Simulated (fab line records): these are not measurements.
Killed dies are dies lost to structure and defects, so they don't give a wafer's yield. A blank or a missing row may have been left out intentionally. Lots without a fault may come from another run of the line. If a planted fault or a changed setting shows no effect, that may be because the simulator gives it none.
Split-lot experiment ; flow n5Finfet ; 7 lots, 21 wafers read, on a route of 1938 steps

## SPLIT DETAILS
At N5_MOL_CONTACT_COAG_VIA_ETCH_46 (etches SiO2 in C4F6/O2, target depth 46 nm, overetch 9.2 nm, time 40 s), the setting biasW was moved away from the recipe's 455 W on 6 of the 21 wafers read, by -14.0% to +5.7%. All remaining wafers had this setting at the recipe value.

The reading is taken at the split's own step.

## THE READING
rfVppV, in V, at N5_MOL_CONTACT_COAG_VIA_ETCH_46 (etches SiO2 in C4F6/O2, target depth 46 nm, overetch 9.2 nm, time 40 s). Typical for fault-free wafers on this fab line: 1579 V, with standard deviation 46 V.

wafer;tool, chamber at the split;biasW as run, W;against the recipe;rfVppV, V;against lot-mates on the recipe
L075.1;rieDiel-05, 2;479.1;+5.3%;1616;+62
L075.3;rieDiel-05, 1;479.1;+5.3%;1694;+140
L075.6;rieDiel-05, 2;455;recipe;1554;-
L077.3;rieDiel-01, 0;455;recipe;1627;-
L077.4;rieDiel-01, 1;455;recipe;1607;-
L077.6;rieDiel-01, 1;393.4;-13.5%;1442;-175
L082.4;rieDiel-05, 0;391.2;-14.0%;1421;-209
L082.5;rieDiel-05, 0;391.2;-14.0%;1419;-211
L082.6;rieDiel-05, 1;455;recipe;1630;-
L089.2;rieDiel-01, 3;455;recipe;1625;-
L089.4;rieDiel-01, 0;455;recipe;1627;-
L089.6;rieDiel-01, 1;455;recipe;1604;-
L092.2;rieDiel-05, 3;455;recipe;1575;-
L092.3;rieDiel-05, 2;455;recipe;1551;-
L092.4;rieDiel-05, 0;455;recipe;1587;-
L096.2;rieDiel-05, 3;455;recipe;1576;-
L096.5;rieDiel-05, 3;480.8;+5.7%;1641;+76
L096.6;rieDiel-05, 2;455;recipe;1554;-
L097.2;rieDiel-05, 1;455;recipe;1630;-
L097.3;rieDiel-05, 2;455;recipe;1550;-
L097.6;rieDiel-05, 0;455;recipe;1590;-

FIT RESULTS
A straight line over all 21 wafers: rfVppV changes by +11.7 V for each +1% of biasW; r = +0.91; the points scatter about the line by 30 V.
The same after taking each lot's own level away (the mean of its wafers on the recipe; 21 wafers): +14.8 V for each +1%; r = +0.97; scatter 22 V.
Per that fit: largest biasW move, reading shift of 2.1e+02 V.
Across the lots, their own levels run from 1554.0 to 1630.0 V, a range of 1.7 times the standard deviation given above.
So the lot-to-lot level changes the slope: the two fits differ.
Check: -203 V against its lot-mates is what the line predicts for one of the wafers moved furthest among these (-14.0%) when that wafer is left out of the fit. Against them it came out at -209 V.
Tool readings at the split's step, against how far the setting was moved: rfVppV r = +0.91.

## THE OTHER SPLITS THESE WAFERS WENT THROUGH
These wafers also went through other splits before the reading. Each is held against what the fit with the lots' levels taken away leaves over:
other split on the same wafers;wafers away from the commonest value;r with rfVppV (lot level and that fit taken away)
N5_SDB_CUT_ETCH_26 icpW;7;+0.06
N5_GATE_CUT_ETCH_56 icpW;6;+0.21
N5_GATE_CUT_ETCH_58 timeS;6;+0.38
N5_MOL_CONTACT_COAG_COAT_02 spinRpm;4;+0.33
N5_MOL_CONTACT_COAG_ETCH_105 biasW;5;-0.42

## FILE'S OWN FIT
rfVppV changes by +14.3 V for each +1% of biasW, r = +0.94.
